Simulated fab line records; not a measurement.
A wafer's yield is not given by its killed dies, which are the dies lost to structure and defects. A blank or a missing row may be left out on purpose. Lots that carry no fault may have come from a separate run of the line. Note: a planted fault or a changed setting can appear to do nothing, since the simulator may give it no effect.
Matching of chambers | flow n5 finfet | pecvd-03 running N5_BEOL_M0_DEP_125: 3 sister chambers
The step deposits SiCN from 3MS/NH3, target thk 8 nm, time 14 s. 6 wafers are shown with their chamber, then 7 later ones without.

== WAFERS PAIRED WITH THEIR CHAMBERS ==
wafer  | chamber | showerhead plenum p Torr (Torr) | throttle valve pct (%)
L082.4 | 2       | 3.664                           | 9.8
L082.5 | 0       | 3.680                           | 8.7
L084.4 | 1       | 3.639                           | 8.7
L084.6 | 2       | 3.662                           | 9.7
L087.1 | 1       | 3.642                           | 8.6
L087.4 | 0       | 3.675                           | 8.8

== WAFERS WHOSE CHAMBER IS MISSING ==
wafer  | showerhead plenum p Torr (Torr) | throttle valve pct (%)
L087.5 | 3.667                           | 10.0
L088.1 | 3.678                           | 8.5
L088.3 | 3.675                           | 8.8
L088.6 | 3.673                           | 8.9
L095.2 | 3.644                           | 8.9
L095.3 | 3.665                           | 8.8
L095.5 | 3.670                           | 8.8

== EACH ONE'S CHAMBER ==
wafer  | from the rows above | in truth
L087.5 | 2                   | 2
L088.1 | 0                   | 0
L088.3 | 0                   | 0
L088.6 | 0                   | 0
L095.2 | 1                   | 1
L095.3 | 0                   | 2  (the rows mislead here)
L095.5 | 0                   | 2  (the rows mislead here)
Correctly placed: 5 of 7. Not placeable from these rows: 0. Wrongly placed: 2.
How it was worked out, from the rows above alone: a wafer's distance from a chamber is the root of the sum, over the readings, of the square of ((its reading less the chamber's mean) divided by the reading's scatter). The wafer belongs to the nearest chamber; if the next one is less than 2 further off, it can't be placed. Each chamber's mean is taken over the wafers shown for it. The scatter: the root of (the sum of the squares of (reading less its chamber's mean) over the shown wafers, divided by (wafers less chambers)).
